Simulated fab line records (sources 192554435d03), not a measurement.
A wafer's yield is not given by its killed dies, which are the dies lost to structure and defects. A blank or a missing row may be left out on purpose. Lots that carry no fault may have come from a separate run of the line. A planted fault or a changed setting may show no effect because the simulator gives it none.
Which tool was responsible? :: flow n5-finfet :: 36 wafers from 12 lots sampled at 4 of the route's 1938 steps

== WHAT THE GAUGES READ, wafer by wafer ==
N5_BEOL_M6_THK_MEAS_01.
lot: L075
measured: day 8 18:34
on: film-metro-02
M6_ILD_THK (nm): 153.8 155.5 156.4

lot: L077
measured: day 9 17:54
on: film-metro-01
M6_ILD_THK (nm): 153.8 153.6 154.2

lot: L079
measured: day 10 03:04
on: film-metro-02
M6_ILD_THK (nm): 155.2 157.9 158.0

lot: L081
measured: day 10 09:37
on: film-metro-02
M6_ILD_THK (nm): 155.0 151.9 157.2

lot: L082
measured: day 10 19:14
on: film-metro-01
M6_ILD_THK (nm): 155.7 157.8 157.7

lot: L085
measured: day 11 05:35
on: film-metro-02
M6_ILD_THK (nm): 156.9 160.3 158.4

lot: L087
measured: day 12 00:17
on: film-metro-01
M6_ILD_THK (nm): 154.2 154.4 157.1

lot: L089
measured: day 12 07:02
on: film-metro-01
M6_ILD_THK (nm): 154.1 155.9 157.8

lot: L090
measured: day 12 14:42
on: film-metro-01
M6_ILD_THK (nm): 156.1 154.6 160.1

lot: L093
measured: day 13 13:46
on: film-metro-02
M6_ILD_THK (nm): 154.7 154.6 156.6

lot: L094
measured: day 14 10:07
on: film-metro-01
M6_ILD_THK (nm): 154.3 153.7 156.7

lot: L097
measured: day 14 17:19
on: film-metro-02
M6_ILD_THK (nm): 151.3 156.1 152.8

== WHAT TOOL EACH LOT RAN ON (gives the tool, then ch and the chambers of the sampled wafers, and finally the start) ==
lot: L075
N5_BEOL_M5_STRIP_36: rie-diel-03 ch 1,3, day 8 10:52
N5_BEOL_M5_CURE_80: uv-cure-03 ch 1, day 8 11:16
N5_BEOL_M5_SURFACE_TREAT_87: pvd-sputter-02, day 8 12:09

lot: L077
N5_BEOL_M5_STRIP_36: rie-diel-02 ch 1,2,3, day 9 09:55
N5_BEOL_M5_CURE_80: uv-cure-03 ch 1, day 9 10:19
N5_BEOL_M5_SURFACE_TREAT_87: pvd-sputter-01, day 9 11:22

lot: L079
N5_BEOL_M5_STRIP_36: rie-diel-03 ch 0,1,3, day 9 19:05
N5_BEOL_M5_CURE_80: uv-cure-03 ch 2, day 9 19:31
N5_BEOL_M5_SURFACE_TREAT_87: pvd-sputter-02, day 9 20:28

lot: L081
N5_BEOL_M5_STRIP_36: rie-diel-02 ch 0,1,2, day 10 01:09
N5_BEOL_M5_CURE_80: uv-cure-01 ch 2, day 10 01:32
N5_BEOL_M5_SURFACE_TREAT_87: pvd-sputter-01, day 10 02:31

lot: L082
N5_BEOL_M5_STRIP_36: rie-diel-02 ch 0,2, day 10 11:36
N5_BEOL_M5_CURE_80: uv-cure-01 ch 2, day 10 12:02
N5_BEOL_M5_SURFACE_TREAT_87: pvd-sputter-03, day 10 12:40

lot: L085
N5_BEOL_M5_STRIP_36: rie-diel-03 ch 1,3, day 10 20:47
N5_BEOL_M5_CURE_80: uv-cure-03 ch 2, day 10 21:14
N5_BEOL_M5_SURFACE_TREAT_87: pvd-sputter-01, day 10 22:05

lot: L087
N5_BEOL_M5_STRIP_36: rie-diel-04 ch 0,1,2, day 11 15:59
N5_BEOL_M5_CURE_80: uv-cure-03 ch 2, day 11 16:37
N5_BEOL_M5_SURFACE_TREAT_87: pvd-sputter-01, day 11 17:23

lot: L089
N5_BEOL_M5_STRIP_36: rie-diel-03 ch 1,2, day 11 21:59
N5_BEOL_M5_CURE_80: uv-cure-01 ch 2, day 11 22:25
N5_BEOL_M5_SURFACE_TREAT_87: pvd-sputter-03, day 11 23:23

lot: L090
N5_BEOL_M5_STRIP_36: rie-diel-04 ch 0,1,3, day 12 06:31
N5_BEOL_M5_CURE_80: uv-cure-03 ch 2, day 12 06:54
N5_BEOL_M5_SURFACE_TREAT_87: pvd-sputter-01, day 12 08:02

lot: L093
N5_BEOL_M5_STRIP_36: rie-diel-04 ch 0,1,3, day 13 06:11
N5_BEOL_M5_CURE_80: uv-cure-03 ch 0, day 13 06:35
N5_BEOL_M5_SURFACE_TREAT_87: pvd-sputter-02, day 13 07:25

lot: L094
N5_BEOL_M5_STRIP_36: rie-diel-03 ch 0,1,2, day 14 02:34
N5_BEOL_M5_CURE_80: uv-cure-01 ch 2, day 14 02:58
N5_BEOL_M5_SURFACE_TREAT_87: pvd-sputter-03, day 14 03:46

lot: L097
N5_BEOL_M5_STRIP_36: rie-diel-02 ch 0,1,2, day 14 09:21
N5_BEOL_M5_CURE_80: uv-cure-03 ch 2, day 14 09:50
N5_BEOL_M5_SURFACE_TREAT_87: pvd-sputter-01, day 14 10:44
- N5_BEOL_M5_STRIP_36: strips in N2/H2.
- N5_BEOL_M5_CURE_80: cures SiCOH lowk, time 120 s.
- N5_BEOL_M5_SURFACE_TREAT_87

== THE ANSWER, worked out from the rows above alone ==
Rule: what is usual is taken from the lots themselves. The widest of any qualifying gaps counts: lots, ordered by their means at a reading, are off when they make up no more than a third of the lots, leave a main group of 4 or more, and stand apart from it by 3 or more times the standard deviation of that group's means. If all means in a main group match to the digits the tables above print for the reading, that group is not used. A lot without any number at a reading at which 4 lots or more have one is off too. Any other lot the step has rows for is counted as sound.
Across all readings shown, no lot is off: no conclusion can be drawn from this.

== WHAT THE SIMULATOR HAD INSERTED ==
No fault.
